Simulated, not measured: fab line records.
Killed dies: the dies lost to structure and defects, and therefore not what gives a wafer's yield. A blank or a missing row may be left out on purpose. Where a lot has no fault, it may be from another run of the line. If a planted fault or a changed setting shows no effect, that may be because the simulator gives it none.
fab line records	flow n5-finfet
[record] lots = 7	wafers = 21
route steps=1938 shown MOL_CONTACT_COAG@565 BEOL_M0_SAQP@673 BEOL_M1@753 BEOL_M2@846
start-h: start of the lot's first displayed wafer, in hours after the record's first day	wait-h: how many hours have passed since the lot's step before this one	" same as the row above	L1.1+2: a row that stands for several wafers	- either no value or no given start	* or withheld: withheld	< > ~ a bound
route shown NAME@n: names a module that has steps shown in the file, with the first one's number in the route	usual: the fault-free wafers' mean and standard deviation	same: alike in all rows	chamber/n: place in a boat	sites: readings site by site	_std_site: the standard deviation of these	_edge_site: mean of outer sites minus mean of inner sites	radius-mm: how far each site lies from the wafer's centre	mask NAME#n: copy n	behind: the tool/chamber that last shaped the wafer	hold: the reason the lot was held/the length of the hold in hours/how it ended	device: transistor that didn't switch, given as n, p or np	end of line: the route-end tests of the same wafers	a step given without rows: its recipe and nothing more	killed: dies lost to structure and defects at the first sort, not the wafer's yield	map: a wafer's dies, x killed, . not, _ none there
set.NAME: setting as actually run; set.NAME@STEP: the setting as run at that earlier step	model.NAME: the simulator's own value behind a step, which no gauge read
lots whose settings were changed on purpose; a table a step, a row a wafer
[[steps]]
[step N5_MOL_CONTACT_COAG_COAT_76]
[recipe] resist = SiARC	temp-c = 220	time-s = 60	spin-rpm = 1500	resist-thk-nm = 10
lot.wafer	tool	chamber	start-h	wait-h	set.spin-rpm	model.SiARC_of_MOL_CONTACT_COAG_COAT_76.thk-nm
L074.1+3+5	litho-track-03	0	-	-	1500	10
L075.2	litho-track-03	0	-	-	1431	10.2
L075.3+5	"	0	"	"	1500	10
L079.2+3+4	litho-track-05	0	-	-	1500	10
L080.1+2	litho-track-05	0	-	-	1500	10
L080.6	"	0	"	"	1567	9.8
L083.1	litho-track-03	0	-	-	1344	10.6
L083.3+6	"	0	"	"	1500	10
L084.1+2+3	litho-track-03	0	-	-	1500	10
L096.1	litho-track-01	0	-	-	1668	9.6
L096.3+4	"	0	"	"	1500	10
[step N5_MOL_CONTACT_COAG_COAT_77]
[recipe] resist = underlayer	temp-c = 205	time-s = 60	spin-rpm = 1500	resist-thk-nm = 10
[step N5_MOL_CONTACT_COAG_COAT_78]
[recipe] resist = CAR-EUV	spin-rpm = 1500	resist-thk-nm = 40
[step N5_MOL_CONTACT_COAG_DESCUM_88]
[recipe] chemistry = O2	time-s = 7	source-power-w = 50	bias-power-w = 20	pressure-mtorr = 20	rf-frequency-hz = 2.712e+07	temp-c = 40	resist = CAR-EUV	o2-flow-sccm = 225
[step N5_MOL_CONTACT_COAG_ETCH_89]
[recipe] chemistry = N2/H2	target = underlayer	target-depth-a = 130	mask-material = CAR-EUV	time-s = 10.4	ion-energy-ev = 200	pressure-mtorr = 30	source-w = 840	bias-w = 150	n2-flow-sccm = 200	h2-flow-sccm = 200	ends = cleared
[step N5_MOL_CONTACT_COAG_ETCH_90]
[recipe] chemistry = CF4	target = SiARC	target-depth-a = 130	mask-material = CAR-EUV	time-s = 21.7	ion-energy-ev = 80	pressure-mtorr = 40	source-w = 545	bias-w = 36	Ar_flow_sccm = 100	cf4-flow-sccm = 100	ends = cleared
lot.wafer	tool	chamber	start-h	wait-h	set.spin-rpm@MOL_CONTACT_COAG_COAT_76	model.etch.depth-nm
L074.1	rie-diel-01	2	97.52	0.0	1500	10
L074.3	"	0	"	"	1500	10.01
L074.5	"	0	"	"	1500	10.02
L075.2	rie-diel-01	0	104.81	0.0	1431	10.27
L075.3	"	2	"	"	1500	10.02
L075.5	"	3	"	"	1500	10
L079.2	rie-diel-04	0	125.60	0.0	1500	9.973
L079.3	"	1	"	"	1500	9.99
L079.4	"	3	"	"	1500	10.01
L080.1+2	rie-diel-03	1,2	135.82	0.0	1500	10.01
L080.6	"	1	"	"	1567	9.804
L083.1	rie-diel-03	0	149.94	0.0	1344	10.58
L083.3	"	3	"	"	1500	9.997
L083.6	"	3	"	"	1500	10.02
L084.1+3	rie-diel-03	1,3	160.94	0.0	1500	10.06
L084.2	"	2	"	"	1500	10.04
L096.1	rie-diel-03	0	229.02	0.0	1668	9.507
L096.3+4	"	1,2	"	"	1500	10.01
[step N5_MOL_CONTACT_COAG_ALD_131]
[recipe] material = SiO2	target-thk-a = 50	temp-c = 100	ald-precursor-family = BDEAS	ald-co-reactant = O2-plasma	pulse-time-s = 1	co-reactant-pulse-time-s = 1	purge-time-s = 2	co-reactant-purge-time-s = 2	ald-cycles = 35	pressure-torr = 2
[step N5_MOL_CONTACT_COAG_ETCHBACK_132]
[recipe] chemistry = CHF3	target = SiO2	target-depth-a = 100	time-s = 6.7	ion-energy-ev = 200	pressure-mtorr = 30	source-w = 610	bias-w = 170	Ar_flow_sccm = 200	CHF3_flow_sccm = 50
[step N5_MOL_CONTACT_COAG_ETCH_91]
[recipe] chemistry = N2/H2	target = SOC	target-depth-a = 600	overetch-a = 210	mask-material = SiARC	temp-c = 40	time-s = 101.2	ion-energy-ev = 200	pressure-mtorr = 30	source-w = 840	bias-w = 150	n2-flow-sccm = 200	h2-flow-sccm = 200
lot.wafer	tool	chamber	start-h	wait-h	set.spin-rpm@MOL_CONTACT_COAG_COAT_76	model.SiARC_of_MOL_CONTACT_COAG_COAT_76.thk-nm
L074.1+5	rie-diel-04	0,3	97.91	0.0	1500	5.8
L074.3	"	2	"	"	1500	6
L075.2	rie-diel-03	1	105.10	0.0	1431	6
L075.3+5	"	3,0	"	"	1500	5.8
L079.2+4	rie-diel-04	0,3	125.89	0.0	1500	5.8
L079.3	"	2	"	"	1500	6
L080.1+2	rie-diel-04	1,0	136.15	0.0	1500	5.8
L080.6	"	1	"	"	1567	5.6
L083.1	rie-diel-03	3	150.23	0.0	1344	6.4
L083.3+6	"	0,3	"	"	1500	5.8
L084.1	rie-diel-04	2	161.29	0.0	1500	6
L084.2+3	"	0,3	"	"	1500	5.8
L096.1	rie-diel-03	0	229.47	0.0	1668	5.2
L096.3+4	"	1,2	"	"	1500	5.8
[step N5_MOL_CONTACT_COAG_COAT_64]
[recipe] resist = underlayer	temp-c = 205	time-s = 60	spin-rpm = 1500	resist-thk-nm = 10
lot.wafer	tool	chamber	start-h	wait-h	set.spin-rpm	model.underlayer_of_MOL_CONTACT_COAG_COAT_64.thk-nm
L074.1+3	litho-track-01	0	-	-	1579	9.8
L074.5	"	0	"	"	1500	10
L075.2+3+5	litho-track-01	0	-	-	1500	10
L079.2+3	litho-track-05	0	-	-	1353	10.4
L079.4	"	0	"	"	1500	10
L080.1	litho-track-03	0	-	-	1561	9.8
L080.2+6	"	0	"	"	1500	10
L083.1+3+6	litho-track-05	0	-	-	1500	10
L084.1+2+3	litho-track-01	0	-	-	1500	10
L096.1+3+4	litho-track-01	0	-	-	1500	10
[step N5_MOL_CONTACT_COAG_COAT_34]
[recipe] resist = CAR-EUV	spin-rpm = 1500	resist-thk-nm = 40
[step N5_MOL_CONTACT_COAG_EBR_36]
[recipe] solvent = PGMEA	ebr-width-mm = 1.5
[step N5_MOL_CONTACT_COAG_DESCUM_45]
[recipe] chemistry = O2	time-s = 7	source-power-w = 50	bias-power-w = 20	pressure-mtorr = 20	rf-frequency-hz = 2.712e+07	temp-c = 40	resist = CAR-EUV	o2-flow-sccm = 225
[step N5_MOL_CONTACT_COAG_ETCH_65]
[recipe] chemistry = N2/H2	target = underlayer	target-depth-a = 130	mask-material = CAR-EUV	time-s = 10.4	ion-energy-ev = 200	pressure-mtorr = 30	source-w = 840	bias-w = 150	n2-flow-sccm = 200	h2-flow-sccm = 200	ends = cleared
lot.wafer	tool	chamber	start-h	wait-h	set.spin-rpm@MOL_CONTACT_COAG_COAT_64	model.CAR-EUV_of_MOL_CONTACT_COAG_COAT_34.thk-nm	model.etch.depth-nm
L074.1	rie-diel-01	0	98.84	0.0	1579	25	9.777
L074.3	"	3	"	"	1579	25	9.801
L074.5	"	3	"	"	1500	24.6	9.997
L075.2	rie-diel-03	0	106.16	0.0	1500	24.8	10.03
L075.3	"	2	"	"	1500	24.8	10
L075.5	"	2	"	"	1500	24.6	10
L079.2	rie-diel-03	1	126.83	0.0	1353	24	10.48
L079.3	"	2	"	"	1353	23.8	10.49
L079.4	"	3	"	"	1500	24.6	9.968
L080.1	rie-diel-04	1	137.09	0.0	1561	25	9.836
L080.2	"	2	"	"	1500	24.8	10
L080.6	"	1	"	"	1500	24.8	10.04
L083.1	rie-diel-01	0	151.17	0.0	1500	24.6	9.985
L083.3	"	2	"	"	1500	24.6	9.96
L083.6	"	1	"	"	1500	24.6	9.97
L084.1	rie-diel-01	3	162.34	0.0	1500	24.6	9.98
L084.2	"	0	"	"	1500	24.6	10.01
L084.3	"	1	"	"	1500	24.6	9.983
L096.1	rie-diel-01	1	230.61	0.0	1500	24.4	9.959
L096.3	"	0	"	"	1500	24.4	9.97
L096.4	"	3	"	"	1500	24.4	9.994
[step N5_MOL_CONTACT_COAG_ETCH_66]
[recipe] chemistry = CF4	target = SiARC	target-depth-a = 130	mask-material = CAR-EUV	time-s = 21.7	ion-energy-ev = 80	pressure-mtorr = 40	source-w = 545	bias-w = 36	Ar_flow_sccm = 100	cf4-flow-sccm = 100	ends = cleared
[step N5_MOL_CONTACT_COAG_ALD_133]
[recipe] material = SiO2	target-thk-a = 50	temp-c = 100	ald-precursor-family = BDEAS	ald-co-reactant = O2-plasma	pulse-time-s = 1	co-reactant-pulse-time-s = 1	purge-time-s = 2	co-reactant-purge-time-s = 2	ald-cycles = 35	pressure-torr = 2
[step N5_MOL_CONTACT_COAG_ETCHBACK_134]
[recipe] chemistry = CHF3	target = SiO2	target-depth-a = 100	time-s = 6.7	ion-energy-ev = 200	pressure-mtorr = 30	source-w = 610	bias-w = 170	Ar_flow_sccm = 200	CHF3_flow_sccm = 50
lot.wafer	tool	chamber	start-h	wait-h	set.spin-rpm@MOL_CONTACT_COAG_COAT_64	model.CAR-EUV_of_MOL_CONTACT_COAG_COAT_34.thk-nm
L074.1+3	rie-diel-04	3,2	99.12	0.1	1579	16
L074.5	"	2	"	"	1500	15.6
L075.2	rie-diel-01	1	106.44	0.1	1500	15.8
L075.3+5	"	3,2	"	"	1500	15.6
L079.2	rie-diel-04	1	127.10	0.1	1353	15
L079.3	"	0	"	"	1353	14.6
L079.4	"	2	"	"	1500	15.4
L080.1	rie-diel-01	0	137.37	0.1	1561	15.8
L080.2+6	"	1,0	"	"	1500	15.6
L083.1+3	rie-diel-03	0,2	151.45	0.1	1500	15.4
L083.6	"	2	"	"	1500	15.6
L084.1+2+3	rie-diel-01	1,0,2	162.62	0.1	1500	15.6
L096.1+3+4	rie-diel-01	3,0,2	230.93	0.1	1500	15.4
[step N5_BEOL_M0_SAQP_ETCH_107]
[recipe] chemistry = CH3F/O2	target = SiNx	target-depth-a = 300	mask-material = SOC	pressure-mtorr = 30	source-w = 395	bias-w = 73	Ar_flow_sccm = 150	CH3F_flow_sccm = 30	O2_flow_sccm = 20	ion-energy-ev = 120
[usual] rf-vpp-V = 297.0/2.5
lot.wafer	tool	chamber	start-h	wait-h	set.bias-w	rf-vpp-V	model.BEOL_M0_SAQP.feature-depth-nm
L074.1	rie-diel-02	1	110.30	0.0	73	298.0	30
L074.3	"	2	"	"	62.01	260.5	28.6
L074.5	"	0	"	"	62.01	261.4	28.2
L075.2	rie-diel-05	1	115.67	0.0	84.04	327.3	32.2
L075.3	"	2	"	"	73	296.6	29.8
L075.5	"	1	"	"	84.04	326.9	32
L079.2	rie-diel-02	2	135.22	0.0	73	297.0	30.2
L079.3	"	3	"	"	63.51	269.7	28.2
L079.4	"	0	"	"	63.51	266.5	28
L080.1	rie-diel-02	2	145.19	0.0	73	295.5	30
L080.2	"	0	"	"	73	298.3	29.2
L080.6	"	3	"	"	73	302.1	29.2
L083.1	rie-diel-02	0	159.72	0.0	73	297.5	30
L083.3	"	1	"	"	73	299.0	30.2
L083.6	"	2	"	"	62.94	262.7	28.6
L084.1	rie-diel-02	0	171.70	0.0	73	295.8	29.2
L084.2	"	1	"	"	73	299.3	29.8
L084.3	"	3	"	"	73	300.2	29.2
L096.1	rie-diel-02	3	239.85	0.1	73	300.5	29
L096.3	"	3	"	"	73	299.4	29.2
L096.4	"	2	"	"	73	297.0	29.6
[step N5_BEOL_M1_PECVD_72]
[recipe] material = SiO2	target-thk-a = 160	temp-c = 400	precursor = TEOS/O2	pressure-torr = 5.5	rf-w = 450	teos-flow-sccm = 53.8	gas = O2	flow-sccm = 3000	time-s = 18
lot.wafer	tool	chamber	start-h	wait-h	set.time-s	model.SiO2_of_BEOL_M1_PECVD_72.thk-nm
L074.1+3	pecvd-02	1,2	119.60	0.0	18	16
L074.5	"	1	"	"	18	16.4
L075.2	pecvd-01	1	128.66	0.0	18	15.6
L075.3	"	0	"	"	18	15.8
L075.5	"	1	"	"	18	16
L079.2	pecvd-02	2	143.12	0.0	18	15.8
L079.3	"	0	"	"	18	16
L079.4	"	2	"	"	18	16.2
L080.1	pecvd-04	2	155.60	0.0	15.36	13.8
L080.2	"	0	"	"	18	16.2
L080.6	"	2	"	"	18	16.4
L083.1+6	pecvd-04	2,1	166.86	0.0	18	16
L083.3	"	1	"	"	18.68	16.6
L084.1+2	pecvd-01	0,2	181.97	0.0	18	15.8
L084.3	"	1	"	"	18	16
L096.1+3	pecvd-02	2,0	252.39	0.0	18	15.8
L096.4	"	2	"	"	18	16.2
[step N5_BEOL_M1_COAT_05]
[recipe] resist = CAR-EUV	spin-rpm = 1500	resist-thk-nm = 30
lot.wafer	tool	chamber	start-h	wait-h	set.spin-rpm	model.CAR-EUV_of_BEOL_M1_COAT_05.thk-nm
L074.1+3	litho-track-02	0	-	-	1500	30
L074.5	"	0	"	"	1559	29.4
L075.2+3+5	litho-track-01	0	-	-	1500	30
L079.2+4	litho-track-05	0	-	-	1500	29.8
L079.3	"	0	"	"	1420	30.8
L080.1+6	litho-track-02	0	-	-	1500	30
L080.2	"	0	"	"	1634	28.8
L083.1+3	litho-track-02	0	-	-	1500	29.8
L083.6	"	0	"	"	1500	30
L084.1+2+3	litho-track-01	0	-	-	1500	30
L096.1+3	litho-track-02	0	-	-	1500	29.8
L096.4	"	0	"	"	1500	30
[step N5_BEOL_M1_EBR_07]
[recipe] solvent = PGMEA	ebr-width-mm = 1.5
[step N5_BEOL_M1_SOFTBAKE_06]
[recipe] temp-c = 110	time-s = 60	resist = CAR-EUV
[step N5_BEOL_M1_EXPOSE_08]
[recipe] mask-id = M1	na = 0.33	source-shape = dipole	sigma-inner = 0.369	sigma-outer = 0.767	polarization = unpolarized	dose-mj = 33
[step N5_BEOL_M1_PEB_09]
[recipe] peb-temp-c = 100	peb-time-s = 60	resist = CAR-EUV
[step N5_BEOL_M1_DEVELOP_10]
[recipe] develop-time-s = 30	developer = TMAH	resist = CAR-EUV	rinse-liquid = surfactant-rinse	dry = air-spin	dev-temp-c = 23
lot.wafer	tool	chamber	start-h	wait-h	set.spin-rpm@BEOL_M1_COAT_05	model.CAR-EUV_of_BEOL_M1_COAT_05.thk-nm
L074.1+3	litho-track-01	0	-	-	1500	29.6
L074.5	"	0	"	"	1559	29
L075.2+5	litho-track-01	0	-	-	1500	29.6
L075.3	"	0	"	"	1500	29.4
L079.2+4	litho-track-05	0	-	-	1500	29.4
L079.3	"	0	"	"	1420	30.4
L080.1+6	litho-track-05	0	-	-	1500	29.6
L080.2	"	0	"	"	1634	28.2
L083.1+3+6	litho-track-01	0	-	-	1500	29.4
L084.1	litho-track-05	0	-	-	1500	29.6
L084.2+3	"	0	"	"	1500	29.4
L096.1+3+4	litho-track-05	0	-	-	1500	29.4
[step N5_BEOL_M1_DESCUM_16]
[recipe] chemistry = O2	time-s = 7	source-power-w = 50	bias-power-w = 20	pressure-mtorr = 20	rf-frequency-hz = 2.712e+07	temp-c = 40	resist = CAR-EUV	o2-flow-sccm = 225
lot.wafer	tool	chamber	start-h	wait-h	set.spin-rpm@BEOL_M1_COAT_05	model.CAR-EUV_of_BEOL_M1_COAT_05.thk-nm
L074.1+3	rie-diel-05	1,0	121.93	0.0	1500	26
L074.5	"	1	"	"	1559	25.6
L075.2+3+5	rie-diel-05	0,2,0	130.16	0.1	1500	26
L079.2+4	rie-diel-05	2,1	144.03	0.0	1500	26
L079.3	"	3	"	"	1420	26.8
L080.1+6	rie-diel-02	0,1	156.93	0.1	1500	26
L080.2	"	3	"	"	1634	24.8
L083.1+3+6	rie-diel-02	3,2,0	168.82	0.1	1500	26
L084.1	rie-diel-06	3	183.30	0.0	1500	26.2
L084.2+3	"	0,2	"	"	1500	26
L096.1+3+4	rie-diel-06	3,1,2	254.09	0.0	1500	26
[step N5_BEOL_M1_ETCH_64]
[recipe] chemistry = N2/H2	target = SOC	target-depth-a = 750	overetch-a = 150	mask-material = SiARC	temp-c = 40	time-s = 112.5	ion-energy-ev = 200	pressure-mtorr = 30	source-w = 840	bias-w = 150	n2-flow-sccm = 200	h2-flow-sccm = 200
[usual] rf-vpp-V = 523.9/2.8
lot.wafer	tool	chamber	start-h	wait-h	set.bias-w	rf-vpp-V	model.SiARC_of_BEOL_M1_COAT_62.thk-nm
L074.1	rie-diel-05	1	122.01	0.0	150	523.1	6.8
L074.3	"	0	"	"	150	525.4	6.8
L074.5	"	1	"	"	162.2	549.3	6.2
L075.2	rie-diel-05	0	130.24	0.0	138.2	497.6	7.4
L075.3	"	2	"	"	150	525.8	6.8
L075.5	"	0	"	"	138.2	498.2	7.2
L079.2	rie-diel-05	2	144.11	0.0	132.8	486.2	7.6
L079.3	"	3	"	"	150	523.0	6.6
L079.4	"	1	"	"	150	522.3	6.8
L080.1	rie-diel-02	0	157.01	0.0	165.2	559.6	6.2
L080.2	"	3	"	"	150	525.1	6.8
L080.6	"	1	"	"	165.2	559.8	6
L083.1	rie-diel-02	3	168.90	0.0	150	522.6	6.8
L083.3	"	2	"	"	150	521.5	6.8
L083.6	"	0	"	"	123.4	465.5	8
L084.1	rie-diel-06	3	183.38	0.0	150	526.6	6.6
L084.2	"	0	"	"	150	527.8	6.8
L084.3	"	2	"	"	150	521.1	6.8
L096.1	rie-diel-06	3	254.17	0.0	131	483.6	7.6
L096.3	"	1	"	"	131	474.4	7.4
L096.4	"	2	"	"	131	478.3	7.8
[step N5_BEOL_M2_COAT_62]
[recipe] resist = SiARC	temp-c = 220	time-s = 60	spin-rpm = 1500	resist-thk-nm = 12
lot.wafer	tool	chamber	start-h	wait-h	set.spin-rpm	model.SiARC_of_BEOL_M2_COAT_62.thk-nm
L074.1+3+5	litho-track-03	0	-	-	1579	11.8
L075.2+3	litho-track-04	0	-	-	1500	12
L075.5	"	0	"	"	1561	11.8
L079.2	litho-track-02	0	-	-	1500	12
L079.3+4	"	0	"	"	1667	11.4
L080.1+2	litho-track-03	0	-	-	1568	11.8
L080.6	"	0	"	"	1500	12
L083.1+3+6	litho-track-02	0	-	-	1500	12
L084.1+2+3	litho-track-02	0	-	-	1500	12
L096.1+3+4	litho-track-03	0	-	-	1500	12
[step N5_BEOL_M2_COAT_73]
[recipe] resist = underlayer	temp-c = 205	time-s = 60	spin-rpm = 1500	resist-thk-nm = 5
[step N5_BEOL_M2_COAT_05]
[recipe] resist = CAR-EUV	spin-rpm = 1500	resist-thk-nm = 30
[step N5_BEOL_M2_DESCUM_16]
[recipe] chemistry = O2	time-s = 7	source-power-w = 50	bias-power-w = 20	pressure-mtorr = 20	rf-frequency-hz = 2.712e+07	temp-c = 40	resist = CAR-EUV	o2-flow-sccm = 225
[step N5_BEOL_M2_ETCH_74]
[recipe] chemistry = N2/H2	target = underlayer	target-depth-a = 65	mask-material = CAR-EUV	time-s = 5.2	ion-energy-ev = 200	pressure-mtorr = 30	source-w = 840	bias-w = 150	n2-flow-sccm = 200	h2-flow-sccm = 200	ends = cleared
[step N5_BEOL_M2_ETCH_63]
[recipe] chemistry = CF4	target = SiARC	target-depth-a = 156	mask-material = CAR-EUV	time-s = 26	ion-energy-ev = 80	pressure-mtorr = 40	source-w = 545	bias-w = 36	Ar_flow_sccm = 100	cf4-flow-sccm = 100	ends = cleared
lot.wafer	tool	chamber	start-h	wait-h	set.spin-rpm@BEOL_M2_COAT_62	model.etch.depth-nm
L074.1	rie-diel-01	0	146.91	0.0	1579	11.74
L074.3	"	1	"	"	1579	11.77
L074.5	"	1	"	"	1579	11.73
L075.2	rie-diel-04	1	153.68	0.0	1500	12.02
L075.3	"	3	"	"	1500	11.99
L075.5	"	2	"	"	1561	11.79
L079.2	rie-diel-03	1	164.31	0.0	1500	11.96
L079.3	"	3	"	"	1667	11.38
L079.4	"	2	"	"	1667	11.35
L080.1	rie-diel-04	2	165.41	0.0	1568	11.72
L080.2	"	3	"	"	1568	11.7
L080.6	"	0	"	"	1500	12
L083.1+3	rie-diel-03	2,0	189.49	0.0	1500	11.96
L083.6	"	3	"	"	1500	11.95
L084.1+2	rie-diel-03	1,0	197.36	0.0	1500	12.01
L084.3	"	2	"	"	1500	11.99
L096.1	rie-diel-03	2	262.10	0.0	1500	12.02
L096.3	"	0	"	"	1500	12.01
L096.4	"	1	"	"	1500	11.99
[[key]]
[split] step = N5_MOL_CONTACT_COAG_COAT_76	setting = spin-rpm	stated = 1500	by = wafer
[response] step = N5_MOL_CONTACT_COAG_COAT_76	reading = model.SiARC_of_MOL_CONTACT_COAG_COAT_76.thk-nm	change = -0.0456	per = 1%	r = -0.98
[response] step = N5_MOL_CONTACT_COAG_ETCH_90	reading = model.etch.depth-nm	change = -0.0499	per = 1%	r = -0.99
[response] step = N5_MOL_CONTACT_COAG_ETCH_91	reading = model.SiARC_of_MOL_CONTACT_COAG_COAT_76.thk-nm	change = -0.0538	per = 1%	r = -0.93
[split] step = N5_MOL_CONTACT_COAG_COAT_64	setting = spin-rpm	stated = 1500	by = wafer
[response] step = N5_MOL_CONTACT_COAG_COAT_64	reading = model.underlayer_of_MOL_CONTACT_COAG_COAT_64.thk-nm	change = -0.0412	per = 1%	r = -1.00
[response] step = N5_MOL_CONTACT_COAG_ETCH_65	reading = model.CAR-EUV_of_MOL_CONTACT_COAG_COAT_34.thk-nm	change = +0.0697	per = 1%	r = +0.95
[response] step = N5_MOL_CONTACT_COAG_ETCH_65	reading = model.etch.depth-nm	change = -0.0493	per = 1%	r = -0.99
[response] step = N5_MOL_CONTACT_COAG_ETCHBACK_134	reading = model.CAR-EUV_of_MOL_CONTACT_COAG_COAT_34.thk-nm	change = +0.0627	per = 1%	r = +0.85
[split] step = N5_BEOL_M0_SAQP_ETCH_107	setting = bias-w	stated = 73	by = wafer
[response] step = N5_BEOL_M0_SAQP_ETCH_107	reading = rf-vpp-V	change = +2.32	per = 1%	r = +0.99
[response] step = N5_BEOL_M0_SAQP_ETCH_107	reading = model.BEOL_M0_SAQP.feature-depth-nm	change = +0.131	per = 1%	r = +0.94
[split] step = N5_BEOL_M1_PECVD_72	setting = time-s	stated = 18	by = wafer
[response] step = N5_BEOL_M1_PECVD_72	reading = model.SiO2_of_BEOL_M1_PECVD_72.thk-nm	change = +0.17	per = 1%	r = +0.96
[split] step = N5_BEOL_M1_COAT_05	setting = spin-rpm	stated = 1500	by = wafer
[response] step = N5_BEOL_M1_COAT_05	reading = model.CAR-EUV_of_BEOL_M1_COAT_05.thk-nm	change = -0.149	per = 1%	r = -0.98
[response] step = N5_BEOL_M1_DEVELOP_10	reading = model.CAR-EUV_of_BEOL_M1_COAT_05.thk-nm	change = -0.163	per = 1%	r = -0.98
[response] step = N5_BEOL_M1_DESCUM_16	reading = model.CAR-EUV_of_BEOL_M1_COAT_05.thk-nm	change = -0.134	per = 1%	r = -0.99
[split] step = N5_BEOL_M1_ETCH_64	setting = bias-w	stated = 150	by = wafer
[response] step = N5_BEOL_M1_ETCH_64	reading = rf-vpp-V	change = +3.24	per = 1%	r = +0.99
[response] step = N5_BEOL_M1_ETCH_64	reading = model.SiARC_of_BEOL_M1_COAT_62.thk-nm	change = -0.0702	per = 1%	r = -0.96
[split] step = N5_BEOL_M2_COAT_62	setting = spin-rpm	stated = 1500	by = wafer
[response] step = N5_BEOL_M2_COAT_62	reading = model.SiARC_of_BEOL_M2_COAT_62.thk-nm	change = -0.0522	per = 1%	r = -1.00
[response] step = N5_BEOL_M2_ETCH_63	reading = model.etch.depth-nm	change = -0.0549	per = 1%	r = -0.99
